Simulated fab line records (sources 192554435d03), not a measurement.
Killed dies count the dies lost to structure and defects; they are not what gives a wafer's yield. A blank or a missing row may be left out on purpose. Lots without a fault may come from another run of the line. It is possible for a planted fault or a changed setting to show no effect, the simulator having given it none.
Matching of chambers + flow n5 finfet + N5_MIM_BOT_ETCH_STRIP_01 on rie diel-01 has 4 sister chambers
The step strips in O2. 24 wafers are shown with their chamber, then 12 later ones without.

## EACH WAFER AND ITS CHAMBER
| wafer  | chamber | showerhead plenum p Torr (Torr) | drypump motor current A (A) | throttle valve pct (%) |
|--------|---------|---------------------------------|-----------------------------|------------------------|
| L074.1 | 0       | 2.14                            | 5.8                         | 16.68                  |
| L074.5 | 3       | 2.11                            | 5.6                         | 16.58                  |
| L074.6 | 2       | 2.27                            | 5.9                         | 16.88                  |
| L076.1 | 0       | 2.14                            | 5.8                         | 16.70                  |
| L076.2 | 3       | 2.11                            | 5.6                         | 16.66                  |
| L076.3 | 1       | 2.15                            | 5.0                         | 16.54                  |
| L076.4 | 2       | 2.27                            | 5.9                         | 16.97                  |
| L076.5 | 1       | 2.15                            | 5.0                         | 16.56                  |
| L076.6 | 2       | 2.26                            | 5.9                         | 16.92                  |
| L081.1 | 1       | 2.15                            | 5.1                         | 16.64                  |
| L081.3 | 2       | 2.26                            | 5.9                         | 16.98                  |
| L081.6 | 3       | 2.10                            | 5.6                         | 16.61                  |
| L083.1 | 0       | 2.13                            | 5.8                         | 16.71                  |
| L083.2 | 2       | 2.26                            | 5.9                         | 16.94                  |
| L083.3 | 1       | 2.15                            | 5.1                         | 16.61                  |
| L085.1 | 2       | 2.26                            | 5.9                         | 16.94                  |
| L085.3 | 3       | 2.10                            | 5.5                         | 16.63                  |
| L085.6 | 0       | 2.13                            | 5.8                         | 16.74                  |
| L088.3 | 3       | 2.10                            | 5.6                         | 16.61                  |
| L088.4 | 0       | 2.13                            | 5.8                         | 16.75                  |
| L088.5 | 2       | 2.25                            | 5.9                         | 17.03                  |
| L090.2 | 3       | 2.10                            | 5.5                         | 16.64                  |
| L090.5 | 0       | 2.13                            | 5.8                         | 16.74                  |
| L090.6 | 3       | 2.10                            | 5.6                         | 16.66                  |

SIGNATURES (means of the wafers above)
| reading                  | chamber 0 | chamber 1 | chamber 2 | chamber 3 | scatter within a chamber |
|--------------------------|-----------|-----------|-----------|-----------|--------------------------|
| showerhead plenum p Torr | 2.1333    | 2.1500    | 2.2614    | 2.1029    | 0.0053                   |
| drypump motor current A  | 5.800     | 5.050     | 5.900     | 5.571     | 0.0348                   |
| throttle valve pct       | 16.7200   | 16.5875   | 16.9514   | 16.6271   | 0.038                    |
Rule: for a wafer and a chamber, the distance is found by dividing, reading by reading, the gap between the wafer's reading and the chamber's mean by the reading's scatter, squaring, summing and taking the root. The wafer belongs to the nearest chamber; if the next one is less than 2 further off, it can't be placed. The scatter: the root of (the sum of the squares of (reading less its chamber's mean) over the shown wafers, divided by (wafers less chambers)).

## WAFERS WHOSE CHAMBER IS MISSING
| wafer  | showerhead plenum p Torr (Torr) | drypump motor current A (A) | throttle valve pct (%) |
|--------|---------------------------------|-----------------------------|------------------------|
| L092.1 | 2.13                            | 5.8                         | 16.79                  |
| L092.2 | 2.14                            | 5.0                         | 16.64                  |
| L092.5 | 2.10                            | 5.6                         | 16.65                  |
| L091.2 | 2.25                            | 5.9                         | 17.01                  |
| L091.5 | 2.12                            | 5.8                         | 16.70                  |
| L091.6 | 2.10                            | 5.6                         | 16.71                  |
| L097.1 | 2.09                            | 5.6                         | 16.67                  |
| L097.3 | 2.25                            | 5.9                         | 16.98                  |
| L097.6 | 2.14                            | 5.0                         | 16.67                  |
| L096.2 | 2.25                            | 5.9                         | 16.98                  |
| L096.3 | 2.09                            | 5.6                         | 16.70                  |
| L096.4 | 2.13                            | 5.0                         | 16.70                  |

## WHICH CHAMBER EACH WENT THROUGH
| wafer  | from the rows above | in truth |
|--------|---------------------|----------|
| L092.1 | 0                   | 0        |
| L092.2 | 1                   | 1        |
| L092.5 | 3                   | 3        |
| L091.2 | 2                   | 2        |
| L091.5 | 0                   | 0        |
| L091.6 | 3                   | 3        |
| L097.1 | 3                   | 3        |
| L097.3 | 2                   | 2        |
| L097.6 | 1                   | 1        |
| L096.2 | 2                   | 2        |
| L096.3 | 3                   | 3        |
| L096.4 | 1                   | 1        |
12 of 12 placed correctly. Left unplaced by these rows: 0. Placed wrongly: 0.
